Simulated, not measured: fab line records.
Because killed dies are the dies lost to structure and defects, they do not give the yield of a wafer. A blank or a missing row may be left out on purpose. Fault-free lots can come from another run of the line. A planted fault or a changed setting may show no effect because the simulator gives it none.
Which tool was responsible?	flow nand-harc	38 wafers from 13 lots sampled at 5 of the route's 1302 steps

== WHAT THE GAUGES READ, wafer by wafer ==
NHARC_END_SORT_01.
lot	measured	on	defect-limited-yield (%)	killed-at-array	killed-at-other	killed-at-periphery	killed-dies	killed-open	killed-short	sort_bin_2_pct (%)	sort_bin_3_pct (%)	sort_bin_4_pct (%)	sort-n-pass	sort-rim-yield-pct (%)	sort-yield-pct (%)
L914	day 32 23:33	prober-01	92.2 0	52 52	0 624	1 1	53 677	5 1	5 3	2.5 94.5	0.7 0.7	4.6 4.7	624 0	94 0	92.2 0

== TOOL THAT RAN EACH LOT (tool first, then ch and the chambers of the sampled wafers, then the start) ==
lot	NHARC_A_M0_ANNEAL_30	NHARC_A_M0_CMP_23	NHARC_A_M1_PVD_20	NHARC_THIN_TSV_PVD_51
L894	rtp-anneal-02 ch 0, day 22 18:00	cmp-04 ch 0,1,2, day 22 18:19	pvd-sputter-01, day 23 17:04 or earlier	pvd-sputter-01, day 23 17:04
L895	rtp-anneal-01 ch 0, day 22 21:34	cmp-01 ch 0,1, day 22 21:52	pvd-sputter-01, day 23 22:32 or earlier	pvd-sputter-02, day 23 22:32
L896	rtp-anneal-02 ch 0, day 23 07:40	cmp-01 ch 0,1, day 23 07:56	pvd-sputter-01, day 24 09:11 or earlier	pvd-sputter-03, day 24 09:11
L897	rtp-anneal-01 ch 0, day 24 12:13	cmp-03 ch 0,1,2, day 24 12:32	pvd-sputter-01, day 25 14:30 or earlier	pvd-sputter-03, day 25 14:30
L899	rtp-anneal-01 ch 0, day 24 14:26	cmp-03 ch 1,2, day 24 14:44	pvd-sputter-03, day 25 13:33 or earlier	pvd-sputter-02, day 25 13:33
L898	rtp-anneal-01 ch 0, day 24 19:13	cmp-04 ch 0,2,3, day 24 19:29	pvd-sputter-01, day 25 19:52 or earlier	pvd-sputter-03, day 25 19:52
L900	rtp-anneal-02 ch 0, day 25 07:58	cmp-01 ch 0,2,3, day 25 08:13	pvd-sputter-01, day 26 09:01 or earlier	pvd-sputter-01, day 26 09:01
L901	rtp-anneal-01 ch 0, day 26 07:15	cmp-01 ch 1,2, day 26 07:34	pvd-sputter-01, day 27 09:38 or earlier	pvd-sputter-01, day 27 09:38
L904	rtp-anneal-01 ch 0, day 26 11:34	cmp-04 ch 0,2, day 26 11:50	pvd-sputter-03, day 27 12:01 or earlier	pvd-sputter-03, day 27 12:01
L903	rtp-anneal-01 ch 0, day 26 12:36	cmp-03 ch 0,1,3, day 26 12:55	pvd-sputter-03, day 27 14:00 or earlier	pvd-sputter-02, day 27 14:00
L905	rtp-anneal-02 ch 0, day 27 15:26	cmp-01 ch 0,1,2, day 27 15:46	pvd-sputter-03, day 28 18:04 or earlier	pvd-sputter-03, day 28 18:04
L908	rtp-anneal-02 ch 0, day 28 09:44	cmp-01 ch 0,2, day 28 10:04	pvd-sputter-02, day 29 12:34 or earlier	pvd-sputter-02, day 29 12:34
L914	rtp-anneal-01 ch 0, day 30 20:08	cmp-01 ch 0,3, day 30 20:23	pvd-sputter-01, day 32 05:38 or earlier	pvd-sputter-02, day 32 05:38
- NHARC_A_M0_ANNEAL_30: time 90 s.
- NHARC_A_M0_CMP_23: polishes, t overpolish 20 s, target thk 113.75 nm.
- NHARC_A_M1_PVD_20: deposits TaN, target thk 5 nm, time 8.06 s.
- NHARC_THIN_TSV_PVD_51: deposits Cu, target thk 100 nm.

== AS READ BY THE TOOLS THEMSELVES (means over the sampled wafers that have a number; for cases with no such wafer, the mark the record gives instead) ==
NHARC_A_M0_ANNEAL_30.
lot	tool	wafer_temp_C_max
L894	rtp-anneal-02	226.1
L895	rtp-anneal-01	225.6
L896	rtp-anneal-02	226.3
L897	rtp-anneal-01	225.7
L899	rtp-anneal-01	225.6
L898	rtp-anneal-01	225.5
L900	rtp-anneal-02	226.0
L901	rtp-anneal-01	225.6
L904	rtp-anneal-01	225.6
L903	rtp-anneal-01	225.6
L905	rtp-anneal-02	226.0
L908	rtp-anneal-02	225.9
L914	rtp-anneal-01	225.5

NHARC_A_M0_CMP_23.
lot	tool	motor-current-A (A)	time-to-endpoint-s (s)
L894	cmp-04	10.8	32.3
L895	cmp-01	11.8	27.2
L896	cmp-01	11.4	27.7
L897	cmp-03	11.5	27.1
L899	cmp-03	10.9	25.0
L898	cmp-04	11.4	31.8
L900	cmp-01	12.0	30.6
L901	cmp-01	11.5	29.4
L904	cmp-04	11.1	33.4
L903	cmp-03	11.4	31.7
L905	cmp-01	10.9	27.9
L908	cmp-01	12.2	29.5
L914	cmp-01	11.7	25.0

NHARC_A_M1_PVD_20.
lot	tool	throttle-valve-pct (%)
L894	pvd-sputter-01	29.6
L895	pvd-sputter-01	29.2
L896	pvd-sputter-01	30.2
L897	pvd-sputter-01	29.3
L899	pvd-sputter-03	28.6
L898	pvd-sputter-01	29.9
L900	pvd-sputter-01	28.9
L901	pvd-sputter-01	30.2
L904	pvd-sputter-03	29.5
L903	pvd-sputter-03	29.4
L905	pvd-sputter-03	29.7
L908	pvd-sputter-02	28.8
L914	pvd-sputter-01	29.3

NHARC_THIN_TSV_PVD_51.
lot	tool	throttle-valve-pct (%)
L894	pvd-sputter-01	30.0
L895	pvd-sputter-02	29.1
L896	pvd-sputter-03	29.4
L897	pvd-sputter-03	29.3
L899	pvd-sputter-02	29.3
L898	pvd-sputter-03	30.2
L900	pvd-sputter-01	29.0
L901	pvd-sputter-01	29.0
L904	pvd-sputter-03	29.6
L903	pvd-sputter-02	29.3
L905	pvd-sputter-03	30.0
L908	pvd-sputter-02	29.1
L914	pvd-sputter-02	28.9

== THE ANSWER, worked out from the rows above alone ==
Rule: the lots themselves supply what counts as usual. The widest of any qualifying gaps counts: lots, ordered by their means at a reading, are off when they make up no more than a third of the lots, leave a main group of 4 or more, and stand apart from it by 3 or more times the standard deviation of that group's means. A main group is skipped when, at the precision printed for the reading in the tables above, its means are all equal. Also off: a lot with no number at a reading for which 4 or more lots have one. The other lots that the step has rows for count as sound. Order of review: gauges by route order, followed by the tools' own readings, for which a lot's mean as printed above is used. At the first step where some lot is off, the reading lying furthest off is the one used; lots without a number count as furthest.
Nothing can be told from this: no lot is off at any reading shown.

== WHAT THE SIMULATOR HAD PUT IN ==
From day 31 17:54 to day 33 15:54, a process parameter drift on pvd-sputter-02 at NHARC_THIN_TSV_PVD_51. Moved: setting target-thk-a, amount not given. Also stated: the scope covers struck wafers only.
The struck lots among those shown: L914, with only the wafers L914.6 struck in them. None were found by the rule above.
